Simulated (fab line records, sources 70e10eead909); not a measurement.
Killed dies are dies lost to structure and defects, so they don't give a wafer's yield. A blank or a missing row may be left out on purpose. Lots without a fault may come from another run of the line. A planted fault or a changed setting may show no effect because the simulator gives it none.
fab line records | flow nand_harc
record lots=6 wafers=18 last_day=31
route steps=1302 shown A_DECK1_JOINT@544 A_ONON_D2@545
lots that met no fault: from a run of the same line without faults
start_h: hours from the record's first day to the start of the lot's first wafer shown | wait_h: hours since the lot's step before | " the same as in the row above | L1.1+2: a row that stands for several wafers | - no value, or no start given | * or withheld: withheld | < > ~ a bound
route shown NAME@n: a module of which the file shows steps, and the number in the route of the first | usual: mean/standard deviation of fault-free wafers | same: alike in all rows | chamber/n: place in a boat | sites: the reading at each site | _std_site: their standard deviation | _edge_site: outer sites' mean less inner sites' | radius_mm: how far each site lies from the wafer's centre | mask NAME#n: copy n | behind: the tool/chamber that last shaped the wafer | hold: why the lot was held/for how many hours/how that ended | device: the transistor (n, p or np) that didn't switch | end of line: the same wafers' tests at the end of the route | a step without rows: its recipe alone | killed: dies lost to structure and defects at the first sort, not the wafer's yield | map: a wafer's dies, x killed, . not, _ none there
set.NAME: the setting as run; set.NAME@STEP: as run at that earlier step | model.NAME: the simulator's own value behind a step, which no gauge read
lots at some steps of the route; a table a step, a row a wafer
services: from which hour (start_h, from the record's first day; less than 0 if before it) a tool's chamber was out of use, for how many hours, and why
## steps
# step NHARC_A_DECK1_JOINT_INSPECT_05
# usual raw_defect_count=269/89
# columns lot.wafer tool chamber start_h wait_h raw_defect_count
L784.1 defect_inspect-01 - 298.64 0.0 235
L784.2 " - " " 356
L784.5 " - " " 224
L790.2 defect_inspect-02 - 336.10 0.0 341
L790.4 " - " " 290
L790.6 " - " " 275
L792.1 defect_inspect-02 - 363.73 0.0 229
L792.3 " - " " 429
L792.6 " - " " 204
L798.1 defect_inspect-01 - 423.79 0.0 252
L798.3 " - " " 169
L798.4 " - " " 386
L800.1 defect_inspect-01 - 446.36 0.0 421
L800.3 " - " " 403
L800.4 " - " " 308
L799.2 defect_inspect-02 - 446.37 0.0 221
L799.3 " - " " 285
L799.6 " - " " 327
# step NHARC_A_ONON_D2_DEP_00
# recipe target_thk_a=10000 n2_flow_sccm=2750 n2o_flow_sccm=2000 nh3_flow_sccm=500 sih4_flow_sccm=210 temp_c=400
# step NHARC_A_ONON_D2_THK_MEAS_02
# recipe thk_meas_gauge=ellipsometry
# usual thk_nm=1000/8.6
# columns lot.wafer tool chamber start_h wait_h thk_nm
L784.1 film_metro-01 - 299.21 - 994
L784.2 " - " " 994
L784.5 " - " " 995
L790.2 film_metro-01 - 336.68 - 987
L790.4 " - " " 988
L790.6 " - " " 985
L792.1 film_metro-01 - 364.31 - 1004
L792.3 " - " " 1004
L792.6 " - " " 1004
L798.1 film_metro-01 - 424.36 - 1017
L798.3 " - " " 1016
L798.4 " - " " 1016
L800.1 film_metro-01 - 446.93 - 1008
L800.3 " - " " 1006
L800.4 " - " " 1006
L799.2 film_metro-02 - 446.95 - 999
L799.3 " - " " 998
L799.6 " - " " 999
# step NHARC_A_ONON_D2_DEP_03
# recipe target_thk_a=10000 n2_flow_sccm=2750 n2o_flow_sccm=2000 nh3_flow_sccm=500 sih4_flow_sccm=210 temp_c=400
# step NHARC_A_ONON_D2_THK_MEAS_05
# recipe thk_meas_gauge=ellipsometry
# usual thk_nm=998/11
# columns lot.wafer tool chamber start_h wait_h thk_nm
L784.1 film_metro-01 - 299.78 - 1008
L784.2 " - " " 1010
L784.5 " - " " 1009
L790.2 film_metro-01 - 337.24 - 990
L790.4 " - " " 990
L790.6 " - " " 989
L792.1 film_metro-01 - 364.88 - 1002
L792.3 " - " " 1002
L792.6 " - " " 1002
L798.1 film_metro-02 - 424.93 - 992
L798.3 " - " " 992
L798.4 " - " " 992
L800.1 film_metro-01 - 447.50 - 1003
L800.3 " - " " 1002
L800.4 " - " " 1001
L799.2 film_metro-02 - 447.52 - 1011
L799.3 " - " " 1011
L799.6 " - " " 1012
# step NHARC_A_ONON_D2_DEP_06
# recipe target_thk_a=10000 n2_flow_sccm=2750 n2o_flow_sccm=2000 nh3_flow_sccm=500 sih4_flow_sccm=210 temp_c=400
# step NHARC_A_ONON_D2_THK_MEAS_08
# recipe thk_meas_gauge=ellipsometry
# usual thk_nm=998/12
# columns lot.wafer tool chamber start_h wait_h thk_nm
L784.1 film_metro-02 - 300.35 - 1009
L784.2 " - " " 1008
L784.5 " - " " 1009
L790.2 film_metro-01 - 337.81 - 988
L790.4 " - " " 988
L790.6 " - " " 988
L792.1 film_metro-01 - 365.44 - 998
L792.3 " - " " 999
L792.6 " - " " 998
L798.1 film_metro-02 - 425.49 - 1003
L798.3 " - " " 1002
L798.4 " - " " 1001
L800.1 film_metro-01 - 448.07 - 983
L800.3 " - " " 987
L800.4 " - " " 985
L799.2 film_metro-02 - 448.09 - 989
L799.3 " - " " 991
L799.6 " - " " 987
# step NHARC_A_ONON_D2_DEP_09
# recipe target_thk_a=10000 n2_flow_sccm=2750 n2o_flow_sccm=2000 nh3_flow_sccm=500 sih4_flow_sccm=210 temp_c=400
# step NHARC_A_ONON_D2_THK_MEAS_11
# recipe thk_meas_gauge=ellipsometry
# usual thk_nm=1001/12
# columns lot.wafer tool chamber start_h wait_h thk_nm
L784.1 film_metro-01 - 300.91 - 1000
L784.2 " - " " 998
L784.5 " - " " 1000
L790.2 film_metro-01 - 338.38 - 993
L790.4 " - " " 992
L790.6 " - " " 994
L792.1 film_metro-01 - 366.01 - 993
L792.3 " - " " 992
L792.6 " - " " 990
L798.1 film_metro-01 - 426.05 - 1011
L798.3 " - " " 1011
L798.4 " - " " 1013
L800.1 film_metro-02 - 448.64 - 1010
L800.3 " - " " 1011
L800.4 " - " " 1013
L799.2 film_metro-01 - 448.65 - 1016
L799.3 " - " " 1017
L799.6 " - " " 1019
# step NHARC_A_ONON_D2_DEP_12
# recipe target_thk_a=10000 n2_flow_sccm=2750 n2o_flow_sccm=2000 nh3_flow_sccm=500 sih4_flow_sccm=210 temp_c=400
# step NHARC_A_ONON_D2_THK_MEAS_14
# recipe thk_meas_gauge=ellipsometry
# usual thk_nm=1003/8.6
# columns lot.wafer tool chamber start_h wait_h thk_nm
L784.1 film_metro-01 - 301.48 - 1012
L784.2 " - " " 1014
L784.5 " - " " 1012
L790.2 film_metro-02 - 338.95 - 1013
L790.4 " - " " 1016
L790.6 " - " " 1016
L792.1 film_metro-02 - 366.57 - 993
L792.3 " - " " 992
L792.6 " - " " 990
L798.1 film_metro-01 - 426.62 - 1012
L798.3 " - " " 1012
L798.4 " - " " 1011
L800.1 film_metro-01 - 449.21 - 1009
L800.3 " - " " 1010
L800.4 " - " " 1011
L799.2 film_metro-01 - 449.22 - 1000
L799.3 " - " " 1001
L799.6 " - " " 1001
# step NHARC_A_ONON_D2_ANNEAL_15
# recipe temp_c=750 time_s=3600
# step NHARC_A_ONON_D2_DEP_16
# recipe target_thk_a=10000 n2_flow_sccm=2750 n2o_flow_sccm=2000 nh3_flow_sccm=500 sih4_flow_sccm=210 temp_c=400
# columns lot.wafer tool chamber start_h wait_h
L784.1+2+5 pecvd_onon-03 0 308.09 0.4
L790.2+4+6 pecvd_onon-04 0 345.89 0.4
L792.1+3+6 pecvd_onon-04 0 373.42 0.4
L798.1+3+4 pecvd_onon-04 0 433.46 0.4
L800.1+3+4 pecvd_onon-04 0 456.03 0.4
L799.2+3+6 pecvd_onon-03 0 456.08 0.4
# step NHARC_A_ONON_D2_THK_MEAS_18
# recipe thk_meas_gauge=ellipsometry
# usual thk_nm=1000/8.4
# columns lot.wafer tool chamber start_h wait_h thk_nm
L784.1 film_metro-02 - 308.59 - 1002
L784.2 " - " " 1000
L784.5 " - " " 1000
L790.2 film_metro-01 - 346.35 - 867
L790.4 " - " " 994
L790.6 " - " " 994
L792.1 film_metro-02 - 373.93 - 863
L792.3 " - " " 862
L792.6 " - " " 991
L798.1 film_metro-01 - 433.97 - 1004
L798.3 " - " " 1003
L798.4 " - " " 1004
L800.1 film_metro-01 - 456.53 - 988
L800.3 " - " " 988
L800.4 " - " " 987
L799.2 film_metro-02 - 456.53 - 1013
L799.3 " - " " 1013
L799.6 " - " " 1011
# step NHARC_A_ONON_D2_DEP_19
# recipe target_thk_a=10000 n2_flow_sccm=2750 n2o_flow_sccm=2000 nh3_flow_sccm=500 sih4_flow_sccm=210 temp_c=400
## services
# columns tool chamber start_h hours kind
pecvd_onon-04 - 311.00 13.0 pm
pecvd_onon-03 - 408.06 13.0 pm
## key
first_sign step=NHARC_A_ONON_D2_THK_MEAS_18 reading=thk_nm direction=down sigmas=16 usual=1000 struck=864
effect none on later readings
met_at NHARC_A_ONON_D2_DEP_16
struck_wafers L790.2,L792.1,L792.3
tester_left_out L790,L792
fault kind=process_parameter_drift tool=pecvd_onon-04 chamber=- onset_h=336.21 steps=NHARC_A_ONON_D2_DEP_16 channel=target_thk_a offset=* shape=step end_h=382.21 scope=struck_wafers_only acts_in=* stated=*
# tester_left_out: of these lots the tester's yield and bins aren't shown, on N5 and GAA mostly nor the transistor test; their killed dies are dies lost to structure and defects alone, not to doping, threshold or leakage, so they don't give the yield
